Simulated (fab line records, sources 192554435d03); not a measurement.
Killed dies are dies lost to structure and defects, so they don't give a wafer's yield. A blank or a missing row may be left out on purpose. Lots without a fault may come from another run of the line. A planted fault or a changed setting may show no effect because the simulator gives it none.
A struck lot beside a sound one | flow n5_finfet | 37 steps out of a route of 1938
Sound: wafers L630.1, L630.4, L630.6. Struck: wafers L638.3, L638.4, L638.5. The cause comes at the end.
At each step with rows: each side's tool, then ch and its chambers, then its first start. Under that, the readings that differ: sound wafers | struck wafers | difference of the means | sigmas: that difference in standard deviations of wafers without a fault.
alike: readings whose means differ by less than 2 such deviations, and words and numbers that are the same on both sides. not compared: withheld readings, readings that some wafer has no value for, bounds like >300 that may hide the same value, and numbers for which the record gives no deviation and whose values overlap.
The two part at a step that has a row with sigmas, a row that says differs or no value, or rows on one side only. Numbers that don't overlap but have no deviation are shown without sigmas and don't part them. A reading that every wafer of one side lacks parts them only if that side has two wafers or more.

first, 9 steps without rows for these wafers: N5_BEOL_M4_ANNEAL_95 (time 240 s); N5_BEOL_M4_SPUTTER_96 (material Cu, target thk 4.5 nm, time 8.29 s); N5_BEOL_M4_ECD_50 (material Cu, target thk 300 nm); N5_BEOL_M4_ANNEAL_51 (time 90 s); N5_BEOL_M4_CMP_52 (polishes, stops on SiOC, t overpolish 6.8 s, target thk 40 nm); N5_BEOL_M4_PRE_CLEAN_60 (time 15 s); N5_BEOL_M4_CO_CAP_55 (material Co, precursor CCTBA/H2, target thk 2 nm, time 102.1 s); N5_BEOL_M4_PRE_CLEAN_56 (time 15 s); N5_BEOL_M4_DEP_57 (deposits SiCN from 3MS/NH3, target thk 8 nm, time 14 s).
N5_BEOL_M4_RC_MEAS_101:
  sound on prober-01 ch 0, day 9 03:13; struck on prober-01 ch 0, day 11 05:59
  alike: DIBL_N, DIBL_P, IOFF_N, IOFF_P, ION_N, ION_P, SS_N, SS_P, VT_N, VT_P
then, 24 steps without rows for these wafers: N5_BEOL_M5_ILD_DEP_00 (deposits SiCOH lowk from DEMS/porogen, target thk 140.64 nm, time 25.9 s); N5_BEOL_M5_CURE_79 (cures SiCOH lowk, time 240 s); N5_BEOL_M5_PECVD_70 (deposits SiO2 from TEOS/O2, target thk 16 nm, time 18 s); N5_BEOL_M5_HM_DEP_02 (deposits TiN, target thk 20 nm); N5_BEOL_M5_COAT_59 (time 60 s, resist thk 60 nm); N5_BEOL_M5_COAT_60 (time 60 s, resist thk 12 nm); N5_BEOL_M5_COAT_71 (time 60 s, resist thk 5 nm); N5_BEOL_M5_COAT_05 (resist thk 30 nm); N5_BEOL_M5_EBR_07; N5_BEOL_M5_SOFTBAKE_06 (time 60 s); N5_BEOL_M5_EXPOSE_08 (exposes mask M5, target cd 28 nm); N5_BEOL_M5_PEB_09 (peb time 60 s); N5_BEOL_M5_DEVELOP_10 (develop time 30 s); N5_BEOL_M5_DESCUM_16 (chemistry O2, time 7 s); N5_BEOL_M5_ETCH_72 (etches underlayer in N2/H2, target depth 6.5 nm, time 5.2 s); N5_BEOL_M5_ETCH_61 (etches SiARC in CF4, target depth 15.6 nm, time 26 s); N5_BEOL_M5_ETCH_62 (etches SOC in N2/H2, target depth 75 nm, overetch 15 nm, time 112.5 s); N5_BEOL_M5_STRIP_63 (strips in N2/H2); N5_BEOL_M5_STRIP_73 (strips in N2/H2); N5_BEOL_M5_STRIP_64 (strips in CF4); N5_BEOL_M5_HM_OPEN_17 (chemistry Cl2/BCl3, target TiN, target depth 20 nm, overetch 6 nm); N5_BEOL_M5_STRIP_19 (strips in O2); N5_BEOL_M5_COAT_65 (time 60 s, resist thk 60 nm); N5_BEOL_M5_COAT_66 (time 60 s, resist thk 12 nm).
N5_BEOL_M5_CVD_47: deposits Co from CCTBA/H2, target thk 3 nm, time 216 s.
  sound on cvd_co-01 ch 0,1,2, day 9 10:17; struck on cvd_co-02 ch 1,2, day 11 12:18
  no value came back on the struck wafers for chamber_pressure_Torr (Torr), run_length_s (s); on the sound wafers chamber_pressure_Torr (Torr) reads 29.98 29.97 29.94
N5_BEOL_M5_CMP_52: polishes, stops on SiCOH lowk, t overpolish 6.9 s, target thk 62 nm.
  sound on cmp-03 ch 1,2, day 9 15:20; struck on cmp-04 ch 0,2,3, day 11 18:44
  reading                      | sound          | struck         | difference | sigmas
  barrier_field_endpoint_s (s) | 24.8 24.1 24.6 | 21.2 22.0 22.1 | -2.7       | -4
  alike: clearing_platen_rpm, motor_current_A, slurry_filter_dp_kPa
-- the record jumps here: 4 days lie between the struck wafers' starts before and after (it left off in module BEOL_M5 and takes up again in module PASSIVATION, whose first step shown is number 1936 of the route) --
N5_PASSIVATION_PROBE_49:
  sound on prober-02, day 13 06:57; struck on prober-02, day 15 10:46
  reading                  | sound          | struck         | difference | sigmas
  defect_limited_yield (%) | 92.0 88.6 91.4 | 0 0 0          | -91        | -65
  killed_at_M4_up          | 11 12 16       | 1110 1094 1112 | +1092      | +99 or more
  killed_at_contacts       | 33 20 17       | 14 10 6        | -13        | -2
  killed_dies              | 94 135 102     | 1180 1180 1180 | +1070      | +63
  killed_on_rim            | 14 18 14       | 152 152 152    | +137       | +33
  sort_bin_5_function (%)  | 5.3 6.5 4.7    | 89.2 90.3 90.4 | +84.5      | +96
  sort_bin_6_memory (%)    | 2.6 4.2 3.2    | 10.8 9.4 9.4   | +6.5       | +10
  sort_n_pass              | 1086 1045 1078 | 0 0 0          | -1070      | -63
  sort_yield_pct (%)       | 92.0 88.6 91.4 | 0 0 0          | -91        | -65
  alike: killed_at_M0_to_M3, killed_at_front_end, killed_at_other, killed_open, killed_short

WHERE THEY PART
First at N5_BEOL_M5_CVD_47; last, within this record, at N5_PASSIVATION_PROBE_49.

WHY: what the simulator had put in
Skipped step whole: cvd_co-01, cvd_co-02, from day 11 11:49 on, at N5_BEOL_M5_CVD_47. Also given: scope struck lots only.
